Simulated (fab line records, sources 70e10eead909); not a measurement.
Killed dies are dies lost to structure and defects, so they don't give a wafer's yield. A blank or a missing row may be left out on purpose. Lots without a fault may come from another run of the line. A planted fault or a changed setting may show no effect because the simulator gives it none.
Which tool did it? | flow nand_harc | 12 lots, 36 wafers sampled, at 6 steps of a route of 1302

WHAT THE GAUGES READ, wafer by wafer
NHARC_P_STI_INSPECT_11. Usual: raw_defect_count 6, standard deviation 3.7.
lot  | measured     | on                | raw_defect_count | flag
L843 | day 2 22:14  | defect_inspect-02 | 6 6 8            |
L844 | day 3 08:53  | defect_inspect-01 | 8 1 3            |
L847 | day 4 11:19  | defect_inspect-02 | 6 10 14          |
L848 | day 4 20:29  | defect_inspect-01 | 4 2 5            |
L849 | day 5 08:47  | defect_inspect-01 | 1 2 3            |
L850 | day 5 17:52  | defect_inspect-01 | 7 5 4            |
L853 | day 7 00:15  | defect_inspect-01 | 5 2 11           |
L856 | day 8 05:36  | defect_inspect-01 | 1372 1345 1282   | OFF
L857 | day 8 14:36  | defect_inspect-01 | 1327 1334 1318   | OFF
L864 | day 11 13:25 | defect_inspect-02 | 13 14 5          |
L865 | day 12 00:56 | defect_inspect-01 | 10 5 2           |
L866 | day 12 16:32 | defect_inspect-01 | 7 2 5            |

NHARC_END_SORT_01. Usual: killed_at_array 54, standard deviation 17; killed_at_other 1.0, standard deviation 1.4; killed_at_periphery 3.6, standard deviation 2.1; killed_dies 58, standard deviation 17; killed_open 3.2, standard deviation 2; killed_short 2.5, standard deviation 1.5.
lot  | measured     | on        | killed_at_array | killed_at_other | killed_at_periphery | killed_dies | killed_open | killed_short | flag
L856 | day 30 00:46 | prober-02 | 27 36 31        | 0 0 0           | 555 555 553         | 582 591 584 | 0 1 2       | 1 3 0        | OFF
L857 | day 30 14:57 | prober-02 | 26 27 32        | 0 1 0           | 547 549 546         | 573 577 578 | 1 2 1       | 1 0 0        | OFF

WHICH TOOL RAN EACH LOT (tool, then ch and the chambers of the sampled wafers, then the start)
lot  | NHARC_P_ZERO_WELL_DESCUM_26        | NHARC_P_ZERO_WELL_DESCUM_39        | NHARC_P_STI_OXIDE_29          | NHARC_P_STI_ETCH_15
L843 | rie_diel-11 ch 0,1,3, day 1 22:38  | rie_diel-13 ch 0,2,3, day 2 00:19  | furnace-03 ch 0, day 2 10:21  | rie_si-02 ch 0,1,3, day 2 22:40
L844 | rie_diel-11 ch 0,1,2, day 2 08:46  | rie_diel-13 ch 0,2,3, day 2 10:20  | furnace-01 ch 0, day 2 21:31  | rie_si-02 ch 0,1,2, day 3 09:19
L847 | rie_diel-02 ch 2,3, day 3 14:52    | rie_diel-11 ch 1,2,3, day 3 16:33  | furnace-03 ch 0, day 3 23:59  | rie_si-04 ch 0,1, day 4 11:43
L848 | rie_diel-13 ch 0,1, day 4 00:35    | rie_diel-13 ch 0,2, day 4 02:06    | furnace-01 ch 0, day 4 09:14  | rie_si-05 ch 0,1,2, day 4 20:53
L849 | rie_diel-13 ch 1,3, day 4 10:31    | rie_diel-02 ch 1,2,3, day 4 12:08  | furnace-03 ch 0, day 4 21:21  | rie_si-05 ch 0,1,2, day 5 09:14
L850 | rie_diel-11 ch 0,3, day 4 20:46    | rie_diel-13 ch 0,1, day 4 22:29    | furnace-01 ch 0, day 5 06:29  | rie_si-02 ch 1,2,3, day 5 18:17
L853 | rie_diel-11 ch 0,1,2, day 6 02:38  | rie_diel-13 ch 0,1,2, day 6 04:17  | furnace-04 ch 0, day 6 12:59  | rie_si-04 ch 1,2, day 7 00:40
L856 | rie_diel-11 ch 1,2, day 7 08:51    | rie_diel-13 ch 0,2,3, day 7 10:29  | furnace-04 ch 0, day 7 18:09  | rie_si-02 ch 1,2, day 8 06:03
L857 | rie_diel-13 ch 0,1,2, day 7 18:44  | rie_diel-02 ch 0,1,2, day 7 20:36  | furnace-04 ch 0, day 8 03:14  | rie_si-04 ch 1,2,3, day 8 15:01
L864 | rie_diel-11 ch 1,2,3, day 10 16:37 | rie_diel-02 ch 0,1, day 10 18:08   | furnace-01 ch 0, day 11 02:08 | rie_si-02 ch 0,1,3, day 11 13:52
L865 | rie_diel-02 ch 0,1, day 11 02:44   | rie_diel-13 ch 1,2,3, day 11 04:25 | furnace-01 ch 0, day 11 13:28 | rie_si-04 ch 0,3, day 12 01:20
L866 | rie_diel-02 ch 0,2,3, day 11 12:40 | rie_diel-02 ch 0,1,2, day 11 14:17 | furnace-01 ch 0, day 12 03:28 | rie_si-05 ch 0,2,3, day 12 16:58
- NHARC_P_ZERO_WELL_DESCUM_26: chemistry O2, time 3 s.
- NHARC_P_ZERO_WELL_DESCUM_39: chemistry O2, time 3 s.
- NHARC_P_STI_OXIDE_29: material SiO2, target thk 10 nm, ox time 1362 s.
- NHARC_P_STI_ETCH_15: etches the open film in HBr/Cl2, target depth 300 nm, time 100.1 s.

WHAT THE TOOLS THEMSELVES READ (means of the sampled wafers that have a number; where no wafer has one, the mark that the record gives instead)
NHARC_P_ZERO_WELL_DESCUM_26. Usual: drypump_motor_current_A 5.8 A, standard deviation 0.49; oes_product_au 1.000 a.u., standard deviation 0.011; rf_vpp_V 58.0 V, standard deviation 0.86; showerhead_plenum_p_Torr 1.93 Torr, standard deviation 0.059; throttle_valve_pct 11.311 %, standard deviation 0.0081.
lot  | tool        | drypump_motor_current_A (A) | oes_product_au (a.u.) | rf_vpp_V (V) | showerhead_plenum_p_Torr (Torr) | throttle_valve_pct (%) | flag
L843 | rie_diel-11 | 6.1                         | 1.000                 | 57.7         | 1.89                            | 11.308                 |
L844 | rie_diel-11 | 5.9                         | 1.003                 | 58.1         | 1.95                            | 11.311                 |
L847 | rie_diel-02 | 5.6                         | 1.007                 | 58.1         | 1.91                            | 11.310                 |
L848 | rie_diel-13 | 5.6                         | 0.993                 | 58.3         | 1.97                            | 11.322                 |
L849 | rie_diel-13 | 6.1                         | 0.999                 | 56.7         | 1.94                            | 11.309                 |
L850 | rie_diel-11 | 6.2                         | 0.990                 | 57.1         | 1.84                            | 11.307                 |
L853 | rie_diel-11 | 5.9                         | 0.996                 | 58.5         | 1.94                            | 11.309                 |
L856 | rie_diel-11 | 5.7                         | 0.995                 | 58.5         | 1.96                            | 11.307                 |
L857 | rie_diel-13 | 5.4                         | 0.997                 | 58.5         | 1.93                            | 11.317                 |
L864 | rie_diel-11 | 5.8                         | 0.998                 | 58.6         | 1.91                            | 11.306                 |
L865 | rie_diel-02 | 5.5                         | 1.001                 | 57.9         | 1.96                            | 11.311                 |
L866 | rie_diel-02 | 5.5                         | 1.002                 | 56.7         | 1.91                            | 11.309                 |

NHARC_P_ZERO_WELL_DESCUM_39. Usual: drypump_motor_current_A 5.7 A, standard deviation 0.54; oes_product_au 1.001 a.u., standard deviation 0.011; rf_vpp_V 57.8 V, standard deviation 0.88; showerhead_plenum_p_Torr 1.94 Torr, standard deviation 0.055; throttle_valve_pct 11.311 %, standard deviation 0.0082.
lot  | tool        | drypump_motor_current_A (A) | oes_product_au (a.u.) | rf_vpp_V (V) | showerhead_plenum_p_Torr (Torr) | throttle_valve_pct (%) | flag
L843 | rie_diel-13 | 5.6                         | 1.005                 | 58.9         | 1.98                            | 11.304                 |
L844 | rie_diel-13 | 5.6                         | 0.997                 | 57.8         | 1.98                            | 11.306                 |
L847 | rie_diel-11 | 5.8                         | 0.999                 | 57.2         | 1.92                            | 11.311                 |
L848 | rie_diel-13 | 5.2                         | 1.001                 | 57.8         | 1.97                            | 11.311                 |
L849 | rie_diel-02 | 6.0                         | 1.007                 | 58.2         | 1.94                            | 11.304                 |
L850 | rie_diel-13 | 5.6                         | 0.985                 | 57.7         | 1.97                            | 11.312                 |
L853 | rie_diel-13 | 5.4                         | 0.995                 | 57.9         | 1.93                            | 11.305                 |
L856 | rie_diel-13 | 5.6                         | 0.996                 | 58.3         | 1.97                            | 11.317                 |
L857 | rie_diel-02 | 5.9                         | 1.010                 | 58.2         | 1.95                            | 11.309                 |
L864 | rie_diel-02 | 5.5                         | 1.009                 | 57.5         | 1.96                            | 11.309                 |
L865 | rie_diel-13 | 5.6                         | 0.994                 | 57.4         | 1.91                            | 11.303                 |
L866 | rie_diel-02 | 5.9                         | 0.999                 | 57.5         | 1.94                            | 11.313                 |

NHARC_P_STI_ETCH_15. Usual: drypump_motor_current_A 5.8 A, standard deviation 0.61; oes_product_au 0.996 a.u., standard deviation 0.01; throttle_valve_pct 26.407 %, standard deviation 0.0095.
lot  | tool      | drypump_motor_current_A (A) | oes_product_au (a.u.) | throttle_valve_pct (%) | flag
L843 | rie_si-02 | 6.1                         | 1.000                 | 26.405                 |
L844 | rie_si-02 | 5.7                         | 0.993                 | 26.407                 |
L847 | rie_si-04 | 5.6                         | 1.000                 | 26.396                 |
L848 | rie_si-05 | 5.6                         | 0.996                 | 26.411                 |
L849 | rie_si-05 | 5.6                         | 0.984                 | 26.405                 |
L850 | rie_si-02 | 6.1                         | 0.986                 | 26.410                 |
L853 | rie_si-04 | 6.0                         | 1.000                 | 26.397                 |
L856 | rie_si-02 | 6.0                         | 0.998                 | 26.415                 |
L857 | rie_si-04 | 6.3                         | 1.006                 | 26.410                 |
L864 | rie_si-02 | 6.1                         | 0.995                 | 26.408                 |
L865 | rie_si-04 | 5.9                         | 1.001                 | 26.411                 |
L866 | rie_si-05 | 5.5                         | 1.001                 | 26.400                 |

THE ANSWER, worked out from the rows above alone
Rule: a lot is off if the mean of its wafers that have a number lies more than 3 standard deviations from the usual mean. A lot without any number at a reading at which 4 lots or more have one is off too. The other lots that the step has rows for count as sound. The gauges are gone through in route order, then the tools' own readings, and for those a lot's mean is taken as printed above. The first step at which some lot is off is used, and at that step the reading that is off furthest; a lot without a number counts as furthest.
Off: L856, L857, at NHARC_P_STI_INSPECT_11 (raw_defect_count).
A tool fits if, at a process step before that reading, it ran every lot that is off, and no sound lot after the first of them. The gauges at NHARC_P_STI_INSPECT_11 aren't tried: what is off there is off at NHARC_END_SORT_01 too, on other tools, and a gauge's error can't cause that. One fits: furnace-04 at NHARC_P_STI_OXIDE_29. Its last sound lot is L853 (day 6 12:59), its first lot that is off L856 (day 7 18:09): a fault that began between those two fits.

WHAT THE SIMULATOR HAD PUT IN
Chamber particle source: furnace-04, from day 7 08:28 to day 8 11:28, at NHARC_P_STI_OXIDE_29. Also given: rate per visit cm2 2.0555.
Lots struck among those shown: L856, L857. The rule above found the same.
